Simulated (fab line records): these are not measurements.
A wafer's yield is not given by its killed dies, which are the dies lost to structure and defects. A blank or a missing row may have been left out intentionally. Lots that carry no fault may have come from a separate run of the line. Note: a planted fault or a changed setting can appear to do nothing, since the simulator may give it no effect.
A lot that was struck, set against a sound lot / flow n5-finfet / 37 steps out of a route of 1938
Sound: wafers L916.2, L916.4, L916.6. Struck: wafer L915.6. (L915.3, L915.4 of the same lot were not struck and are left out.) The cause comes at the end.
Each step with rows lists, per side, the tool, then ch with its chambers, then its first start. Under that, the readings that differ: sound wafers / struck wafers / difference of the means / sigmas: that difference in standard deviations of wafers without a fault.
alike: readings with means less than 2 such deviations apart, plus words and numbers identical on both sides. not compared: withheld readings, readings lacking a value on some wafer, bounds such as >300 that could conceal the same value, and numbers that have no deviation in the record and whose values overlap.
A row with sigmas, a row that says differs or no value, or rows on one side alone: a step with any of these is where the two part. When numbers do not overlap yet have no deviation, they are printed without sigmas and do not part them. A reading missing from all wafers of one side parts the sides only when that side holds two or more wafers.

first, 9 steps without rows for these wafers: N5_BEOL_M7_ALD_77 (deposits TaN, target thk 2 nm, pulse time 2 s, purge time 3 s); N5_BEOL_M7_SURFACE_TREAT_79; N5_BEOL_M7_CVD_78 (deposits Co from CCTBA/H2, target thk 2 nm, time 142.3 s); N5_BEOL_M7_SPUTTER_48 (material Cu, target thk 10 nm, time 1.667 s); N5_BEOL_M7_ECD_50 (material Cu, target thk 300 nm); N5_BEOL_M7_ANNEAL_51 (time 90 s); N5_BEOL_M7_CMP_52 (polishes, stops on SiCOH lowk, t overpolish 6.9 s, target thk 80 nm); N5_BEOL_M7_PRE_CLEAN_55 (time 15 s); N5_BEOL_M7_DEP_56 (deposits SiCN from 3MS/NH3, target thk 10 nm, time 17.5 s).
N5_BEOL_M8_ILD_DEP_00: deposits SiCOH lowk from DEMS/porogen, target thk 179.75 nm, time 33.4 s.
  sound on pecvd-03 ch 0,1,2, day 11 11:04; struck on pecvd-01 ch 0, day 11 08:31
reading=susceptor-temp-C (C); sound=300.14 299.97 299.86; struck=316.97; difference=+16.98; sigmas=+94
reading=model.SiCOH_lowk_of_BEOL_M8_ILD_DEP_00.thk-nm (nm); sound=173.2 176.8 180.4; struck=169; difference=-8; sigmas=
  alike: heater-power-outer-w, heater-power-w, showerhead-plenum-p-Torr, throttle-valve-pct
then, 1 step without rows for these wafers: N5_BEOL_M8_CURE_74 (cures SiCOH lowk, time 240 s).
N5_BEOL_M8_THK_MEAS_01:
  sound on film-metro-02 at day 11 11:39; struck on film-metro-01 at day 11 09:07
reading=M8_ILD_THK (nm); sound=149.2 152.2 155.6; struck=145.5; difference=-6.8; sigmas=-2
then, 23 steps without rows for these wafers: N5_BEOL_M8_PECVD_70 (deposits SiO2 from TEOS/O2, target thk 20 nm, time 22.7 s); N5_BEOL_M8_HM_DEP_02 (deposits TiN, target thk 20 nm); N5_BEOL_M8_COAT_59 (time 60 s, resist thk 100 nm); N5_BEOL_M8_COAT_60 (time 60 s, resist thk 35 nm); N5_BEOL_M8_COAT_05 (resist thk 90 nm); N5_BEOL_M8_EBR_07; N5_BEOL_M8_SOFTBAKE_06 (time 60 s); N5_BEOL_M8_EXPOSE_08 (exposes mask M8); N5_BEOL_M8_PEB_09 (peb time 60 s); N5_BEOL_M8_DEVELOP_10 (develop time 30 s); N5_BEOL_M8_DESCUM_16 (chemistry O2, time 7.9 s); N5_BEOL_M8_ETCH_61 (etches SiARC in CF4, target depth 45.5 nm, time 75.8 s); N5_BEOL_M8_ETCH_62 (etches SOC in N2/H2, target depth 110 nm, overetch 22 nm, time 165 s); N5_BEOL_M8_STRIP_68 (strips in N2/H2); N5_BEOL_M8_STRIP_67 (strips in CF4); N5_BEOL_M8_HM_OPEN_17 (chemistry Cl2/BCl3, target TiN, target depth 20 nm, overetch 6 nm); N5_BEOL_M8_STRIP_19 (strips in O2); N5_BEOL_M8_COAT_63 (time 60 s, resist thk 60 nm); N5_BEOL_M8_COAT_64 (time 60 s, resist thk 12 nm); N5_BEOL_M8_COAT_71 (time 60 s, resist thk 5 nm); N5_BEOL_M8_COAT_22 (resist thk 30 nm); N5_BEOL_M8_EBR_24; N5_BEOL_M8_SOFTBAKE_23 (time 60 s).
N5_BEOL_M8_CMP_52: polishes, stops on SiCOH lowk, t overpolish 6.9 s, target thk 80 nm.
  sound on cmp-04 ch 1,2,3, day 11 20:46; struck on cmp-02 ch 1, day 11 16:41
reading=model.SiCOH_lowk_of_BEOL_M8_ILD_DEP_00.thk-nm (nm); sound=146.2 149.4 152.6; struck=142.6; difference=-6.8; sigmas=
  alike: motor-current-A
after that, 1 step had no rows for these wafers: N5_PASSIVATION_PROBE_49.

== WHERE THEY PART ==
First at N5_BEOL_M8_ILD_DEP_00; last, within this record, at N5_BEOL_M8_THK_MEAS_01. Later steps at which nothing parts them and some readings are alike: N5_BEOL_M8_CMP_52.

WHY: the cause the simulator had injected
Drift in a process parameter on pecvd-01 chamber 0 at N5_BEOL_M8_ILD_DEP_00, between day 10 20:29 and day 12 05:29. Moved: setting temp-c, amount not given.
